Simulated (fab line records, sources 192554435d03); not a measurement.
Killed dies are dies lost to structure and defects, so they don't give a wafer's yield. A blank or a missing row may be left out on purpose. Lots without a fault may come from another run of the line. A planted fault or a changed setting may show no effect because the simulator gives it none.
Chamber matching | flow n5_finfet | N5_BEOL_M7_STRIP_67 on rie_diel-04: 4 sister chambers
The step strips in CF4. 18 wafers are shown with their chamber, then 9 later ones without.

WAFERS WITH THEIR CHAMBER
wafer  | chamber | throttle_valve_pct (%) | showerhead_plenum_p_Torr (Torr) | oes_product_au (a.u.)
L074.1 | 3       | 13.84                  | 1.78                            | 0.72
L074.4 | 0       | 13.97                  | 1.78                            | 0.70
L074.5 | 1       | 13.54                  | 1.86                            | 0.76
L076.1 | 2       | 13.37                  | 1.78                            | 0.97
L076.2 | 1       | 13.55                  | 1.86                            | 0.75
L076.4 | 3       | 13.83                  | 1.77                            | 0.72
L077.1 | 3       | 13.85                  | 1.77                            | 0.72
L077.2 | 2       | 13.37                  | 1.78                            | 0.97
L077.5 | 2       | 13.39                  | 1.78                            | 0.97
L079.3 | 1       | 13.57                  | 1.86                            | 0.76
L079.4 | 3       | 13.87                  | 1.77                            | 0.71
L079.6 | 0       | 13.97                  | 1.78                            | 0.69
L080.3 | 2       | 13.40                  | 1.78                            | 0.95
L080.5 | 2       | 13.39                  | 1.78                            | 0.94
L080.6 | 3       | 13.86                  | 1.77                            | 0.72
L086.2 | 0       | 14.01                  | 1.77                            | 0.69
L086.3 | 2       | 13.43                  | 1.77                            | 0.92
L086.6 | 1       | 13.58                  | 1.86                            | 0.73

SIGNATURES (means of the wafers above)
reading                  | chamber 0 | chamber 1 | chamber 2 | chamber 3 | scatter within a chamber
throttle_valve_pct       | 13.9833   | 13.5600   | 13.3917   | 13.8500   | 0.0199
showerhead_plenum_p_Torr | 1.7767    | 1.8600    | 1.7783    | 1.7720    | 0.00405
oes_product_au           | 0.6933    | 0.7500    | 0.9533    | 0.7180    | 0.0143
Rule: a wafer's distance from a chamber is the root of the sum, over the readings, of the square of ((its reading less the chamber's mean) divided by the reading's scatter). The wafer belongs to the nearest chamber; if the next one is less than 2 further off, it can't be placed. The scatter: the root of (the sum of the squares of (reading less its chamber's mean) over the shown wafers, divided by (wafers less chambers)).

WAFERS WITHOUT THEIR CHAMBER
wafer  | throttle_valve_pct (%) | showerhead_plenum_p_Torr (Torr) | oes_product_au (a.u.)
L087.1 | 13.44                  | 1.77                            | 0.91
L087.3 | 13.90                  | 1.77                            | 0.70
L087.6 | 13.60                  | 1.85                            | 0.74
L088.1 | 13.61                  | 1.85                            | 0.73
L088.4 | 13.44                  | 1.77                            | 0.90
L088.6 | 14.01                  | 1.77                            | 0.68
L093.1 | 14.03                  | 1.77                            | 0.67
L093.3 | 13.63                  | 1.85                            | 0.73
L093.4 | 13.64                  | 1.85                            | 0.73

WHICH CHAMBER EACH WENT THROUGH
wafer  | from the rows above     | in truth
L087.1 | 2                       | 2
L087.3 | can't be placed: 3 or 0 | 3
L087.6 | 1                       | 1
L088.1 | 1                       | 1
L088.4 | 2                       | 2
L088.6 | 0                       | 0
L093.1 | 0                       | 0
L093.3 | 1                       | 1
L093.4 | 1                       | 1
Placed correctly: 8 of 9. Can't be placed from these rows: 1 (the true chamber is among the candidates in 1). Placed wrongly: 0.
